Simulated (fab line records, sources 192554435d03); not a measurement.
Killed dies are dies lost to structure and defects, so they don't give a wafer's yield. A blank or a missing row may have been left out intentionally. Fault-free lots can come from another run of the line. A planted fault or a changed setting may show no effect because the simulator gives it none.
Which of the tools did it? || flow n5-finfet || Sampling: 12 lots, 35 wafers, 5 of 1938 route steps

WHAT THE GAUGES READ, wafer by wafer
N5_FIN_CUT_INSPECT_17: inspects for defects (brightfield).
{"lot": "L121", "measured": "day 2 04:05", "on": "defect-inspect-02", "raw-defect-count": "255 239 212"}
{"lot": "L122", "measured": "day 2 10:17", "on": "defect-inspect-02", "raw-defect-count": "298 338 392"}
{"lot": "L123", "measured": "day 2 16:21", "on": "defect-inspect-02", "raw-defect-count": "160 271 299"}
{"lot": "L125", "measured": "day 3 04:49", "on": "defect-inspect-02", "raw-defect-count": "439 345 263"}
{"lot": "L129", "measured": "day 4 04:55", "on": "defect-inspect-02", "raw-defect-count": "389 242 264"}
{"lot": "L131", "measured": "day 4 19:04", "on": "defect-inspect-01", "raw-defect-count": "221 190"}
{"lot": "L134", "measured": "day 5 15:07", "on": "defect-inspect-01", "raw-defect-count": "241 238 314"}
{"lot": "L138", "measured": "day 6 10:20", "on": "defect-inspect-01", "raw-defect-count": "223 249 176"}
{"lot": "L141", "measured": "day 7 03:58", "on": "defect-inspect-02", "raw-defect-count": "209 214 183"}
{"lot": "L142", "measured": "day 7 11:03", "on": "defect-inspect-01", "raw-defect-count": "327 375 254"}
{"lot": "L143", "measured": "day 7 16:03", "on": "defect-inspect-02", "raw-defect-count": "197 109 187"}
{"lot": "L144", "measured": "day 7 22:05", "on": "defect-inspect-02", "raw-defect-count": "199 179 280"}

N5_STI_FIN_REVEAL_FIN_H_MEAS_10.
{"lot": "L121", "measured": "day 2 12:42", "on": "ocd-02", "trench-depth-nm (nm)": "51.0 51.0 50.4"}
{"lot": "L122", "measured": "day 2 20:17", "on": "ocd-02", "trench-depth-nm (nm)": "52.3 51.8 52.5"}
{"lot": "L123", "measured": "day 3 02:44", "on": "ocd-01", "trench-depth-nm (nm)": "51.1 52.0 52.6"}
{"lot": "L125", "measured": "day 3 13:25", "on": "ocd-02", "trench-depth-nm (nm)": "51.1 51.3 51.5"}
{"lot": "L129", "measured": "day 4 13:47", "on": "ocd-02", "trench-depth-nm (nm)": "52.2 51.0 51.6"}
{"lot": "L131", "measured": "day 5 06:14", "on": "ocd-02", "trench-depth-nm (nm)": "52.4 51.7"}
{"lot": "L134", "measured": "day 6 00:11", "on": "ocd-02", "trench-depth-nm (nm)": "52.5 51.6 51.6"}
{"lot": "L138", "measured": "day 6 19:47", "on": "ocd-01", "trench-depth-nm (nm)": "52.7 51.0 52.1"}
{"lot": "L141", "measured": "day 7 12:58", "on": "ocd-02", "trench-depth-nm (nm)": "51.7 50.9 52.7"}
{"lot": "L142", "measured": "day 7 20:19", "on": "ocd-01", "trench-depth-nm (nm)": "52.0 52.1 51.1"}
{"lot": "L143", "measured": "day 8 00:40", "on": "ocd-02", "trench-depth-nm (nm)": "51.6 52.5 52.5"}
{"lot": "L144", "measured": "day 8 07:18", "on": "ocd-01", "trench-depth-nm (nm)": "52.7 51.6 52.9"}

N5_STI_FIN_REVEAL_INSPECT_13: inspects for defects (darkfield).
{"lot": "L121", "measured": "day 2 12:47", "on": "defect-inspect-02", "raw-defect-count": "20 20 12"}
{"lot": "L122", "measured": "day 2 20:22", "on": "defect-inspect-01", "raw-defect-count": "12 18 9"}
{"lot": "L123", "measured": "day 3 02:49", "on": "defect-inspect-02", "raw-defect-count": "8 7 13"}
{"lot": "L125", "measured": "day 3 13:32", "on": "defect-inspect-02", "raw-defect-count": "10 12 12"}
{"lot": "L129", "measured": "day 4 13:53", "on": "defect-inspect-01", "raw-defect-count": "15 17 18"}
{"lot": "L131", "measured": "day 5 06:19", "on": "defect-inspect-01", "raw-defect-count": "8 12"}
{"lot": "L134", "measured": "day 6 00:18", "on": "defect-inspect-02", "raw-defect-count": "11 15 12"}
{"lot": "L138", "measured": "day 6 19:52", "on": "defect-inspect-01", "raw-defect-count": "26 17 19"}
{"lot": "L141", "measured": "day 7 13:02", "on": "defect-inspect-01", "raw-defect-count": "1379 22 1386"}
{"lot": "L142", "measured": "day 7 20:24", "on": "defect-inspect-02", "raw-defect-count": "1316 12 1395"}
{"lot": "L143", "measured": "day 8 00:45", "on": "defect-inspect-02", "raw-defect-count": "10 12 21"}
{"lot": "L144", "measured": "day 8 07:23", "on": "defect-inspect-02", "raw-defect-count": "17 12 19"}

WHICH TOOL RAN EACH LOT (tool, then ch and the chambers of the sampled wafers, then the start)
{"lot": "L121", "N5_STI_FIN_REVEAL_RECESS_09": "vapor-etch-02 ch 0,1, day 2 10:32", "N5_STI_FIN_REVEAL_OXIDATION_31": "plasma-asher-02 ch 0,1, day 2 12:10"}
{"lot": "L122", "N5_STI_FIN_REVEAL_RECESS_09": "vapor-etch-01 ch 0,1, day 2 17:30", "N5_STI_FIN_REVEAL_OXIDATION_31": "plasma-asher-02 ch 0,1, day 2 19:39"}
{"lot": "L123", "N5_STI_FIN_REVEAL_RECESS_09": "vapor-etch-01 ch 0,1, day 3 00:01", "N5_STI_FIN_REVEAL_OXIDATION_31": "plasma-asher-01 ch 0, day 3 02:11"}
{"lot": "L125", "N5_STI_FIN_REVEAL_RECESS_09": "vapor-etch-02 ch 0,1, day 3 10:43", "N5_STI_FIN_REVEAL_OXIDATION_31": "plasma-asher-02 ch 0,1, day 3 12:52"}
{"lot": "L129", "N5_STI_FIN_REVEAL_RECESS_09": "vapor-etch-01 ch 0,1, day 4 11:00", "N5_STI_FIN_REVEAL_OXIDATION_31": "plasma-asher-02 ch 0,1, day 4 13:10"}
{"lot": "L131", "N5_STI_FIN_REVEAL_RECESS_09": "vapor-etch-02 ch 0,1, day 5 03:07", "N5_STI_FIN_REVEAL_OXIDATION_31": "plasma-asher-01 ch 0,1, day 5 05:41"}
{"lot": "L134", "N5_STI_FIN_REVEAL_RECESS_09": "vapor-etch-02 ch 0,1, day 5 21:12", "N5_STI_FIN_REVEAL_OXIDATION_31": "plasma-asher-01 ch 0,1, day 5 23:35"}
{"lot": "L138", "N5_STI_FIN_REVEAL_RECESS_09": "vapor-etch-02 ch 0, day 6 17:05", "N5_STI_FIN_REVEAL_OXIDATION_31": "plasma-asher-02 ch 0,1, day 6 19:14"}
{"lot": "L141", "N5_STI_FIN_REVEAL_RECESS_09": "vapor-etch-01 ch 0,1, day 7 10:14", "N5_STI_FIN_REVEAL_OXIDATION_31": "plasma-asher-01 ch 0,1, day 7 12:24"}
{"lot": "L142", "N5_STI_FIN_REVEAL_RECESS_09": "vapor-etch-01 ch 0,1, day 7 17:35", "N5_STI_FIN_REVEAL_OXIDATION_31": "plasma-asher-02 ch 0,1, day 7 19:46"}
{"lot": "L143", "N5_STI_FIN_REVEAL_RECESS_09": "vapor-etch-02 ch 0,1, day 7 21:58", "N5_STI_FIN_REVEAL_OXIDATION_31": "plasma-asher-02 ch 0,1, day 8 00:07"}
{"lot": "L144", "N5_STI_FIN_REVEAL_RECESS_09": "vapor-etch-02 ch 0,1, day 8 04:35", "N5_STI_FIN_REVEAL_OXIDATION_31": "plasma-asher-01 ch 0,1, day 8 06:44"}
- N5_STI_FIN_REVEAL_RECESS_09: chemistry HF/NH3, target SiO2, afs cycles 11, target depth 42.5 nm, sublimation time 60 s.
- N5_STI_FIN_REVEAL_OXIDATION_31: chemistry O2 PLASMA REMOTE, time 20 s.

AS READ BY THE TOOLS THEMSELVES (means over the sampled wafers that have a number; for cases with no such wafer, the mark the record gives instead)
N5_STI_FIN_REVEAL_RECESS_09.
{"lot": "L121", "tool": "vapor-etch-02", "drypump-motor-current-A (A)": 5.4, "foreline-p-Torr (Torr)": 0.1281}
{"lot": "L122", "tool": "vapor-etch-01", "drypump-motor-current-A (A)": 6.1, "foreline-p-Torr (Torr)": 0.1281}
{"lot": "L123", "tool": "vapor-etch-01", "drypump-motor-current-A (A)": 6.1, "foreline-p-Torr (Torr)": 0.1283}
{"lot": "L125", "tool": "vapor-etch-02", "drypump-motor-current-A (A)": 5.4, "foreline-p-Torr (Torr)": 0.1279}
{"lot": "L129", "tool": "vapor-etch-01", "drypump-motor-current-A (A)": 6.1, "foreline-p-Torr (Torr)": 0.1279}
{"lot": "L131", "tool": "vapor-etch-02", "drypump-motor-current-A (A)": 5.4, "foreline-p-Torr (Torr)": 0.1280}
{"lot": "L134", "tool": "vapor-etch-02", "drypump-motor-current-A (A)": 5.4, "foreline-p-Torr (Torr)": 0.1283}
{"lot": "L138", "tool": "vapor-etch-02", "drypump-motor-current-A (A)": 5.5, "foreline-p-Torr (Torr)": 0.1285}
{"lot": "L141", "tool": "vapor-etch-01", "drypump-motor-current-A (A)": 6.0, "foreline-p-Torr (Torr)": 0.1276}
{"lot": "L142", "tool": "vapor-etch-01", "drypump-motor-current-A (A)": 5.9, "foreline-p-Torr (Torr)": 0.1275}
{"lot": "L143", "tool": "vapor-etch-02", "drypump-motor-current-A (A)": 5.4, "foreline-p-Torr (Torr)": 0.1275}
{"lot": "L144", "tool": "vapor-etch-02", "drypump-motor-current-A (A)": 5.4, "foreline-p-Torr (Torr)": 0.1281}

N5_STI_FIN_REVEAL_OXIDATION_31.
{"lot": "L121", "tool": "plasma-asher-02", "drypump-motor-current-A (A)": 5.7, "heater-power-w (W)": 134, "temp-c-max": 150.61}
{"lot": "L122", "tool": "plasma-asher-02", "drypump-motor-current-A (A)": 5.3, "heater-power-w (W)": 128, "temp-c-max": 150.82}
{"lot": "L123", "tool": "plasma-asher-01", "drypump-motor-current-A (A)": 5.9, "heater-power-w (W)": 134, "temp-c-max": 150.50}
{"lot": "L125", "tool": "plasma-asher-02", "drypump-motor-current-A (A)": 5.7, "heater-power-w (W)": 133, "temp-c-max": 150.88}
{"lot": "L129", "tool": "plasma-asher-02", "drypump-motor-current-A (A)": 5.3, "heater-power-w (W)": 130, "temp-c-max": 150.80}
{"lot": "L131", "tool": "plasma-asher-01", "drypump-motor-current-A (A)": 5.3, "heater-power-w (W)": 138, "temp-c-max": 150.60}
{"lot": "L134", "tool": "plasma-asher-01", "drypump-motor-current-A (A)": 5.5, "heater-power-w (W)": 135, "temp-c-max": 150.44}
{"lot": "L138", "tool": "plasma-asher-02", "drypump-motor-current-A (A)": 5.7, "heater-power-w (W)": 130, "temp-c-max": 150.63}
{"lot": "L141", "tool": "plasma-asher-01", "drypump-motor-current-A (A)": 5.1, "heater-power-w (W)": 136, "temp-c-max": 150.48}
{"lot": "L142", "tool": "plasma-asher-02", "drypump-motor-current-A (A)": 5.7, "heater-power-w (W)": 130, "temp-c-max": 150.87}
{"lot": "L143", "tool": "plasma-asher-02", "drypump-motor-current-A (A)": 5.3, "heater-power-w (W)": 131, "temp-c-max": 150.86}
{"lot": "L144", "tool": "plasma-asher-01", "drypump-motor-current-A (A)": 5.5, "heater-power-w (W)": 135, "temp-c-max": 150.56}

THE ANSWER, worked out from the rows above alone
Rule: the usual values come from the lots themselves. Put in order of their means at a reading, lots are off if they are a third of the lots or fewer, leave a main group of 4 or more, and stand apart from it by a gap of 3 or more times the standard deviation of the main group's means; of several such gaps the widest counts. Not used: any main group whose means are identical at the precision the tables above print for the reading. Also off: a lot with no number at a reading for which 4 or more lots have one. All remaining lots with rows at the step are treated as sound. First the gauges in route order, then the tools' own readings, where a lot's mean is used as printed above. At the first step where some lot is off, the reading lying furthest off is the one used; lots without a number count as furthest.
Off at N5_STI_FIN_REVEAL_INSPECT_13 (raw-defect-count): L141, L142. Mean 14 and standard deviation 3.4 in the main group.
If a tool, at a process step before that reading, ran all the lots that are off and no sound lot after the first of them, it fits. The gauges at N5_STI_FIN_REVEAL_INSPECT_13 are tried like those tools. One fits: vapor-etch-01 at N5_STI_FIN_REVEAL_RECESS_09. A fault onset in the window from L129 (day 4 11:00, its last sound lot) to L141 (day 7 10:14, its first lot off) fits.

WHAT THE SIMULATOR HAD INSERTED
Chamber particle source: vapor-etch-01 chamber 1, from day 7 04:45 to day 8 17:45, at N5_STI_FIN_REVEAL_RECESS_09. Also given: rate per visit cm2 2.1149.
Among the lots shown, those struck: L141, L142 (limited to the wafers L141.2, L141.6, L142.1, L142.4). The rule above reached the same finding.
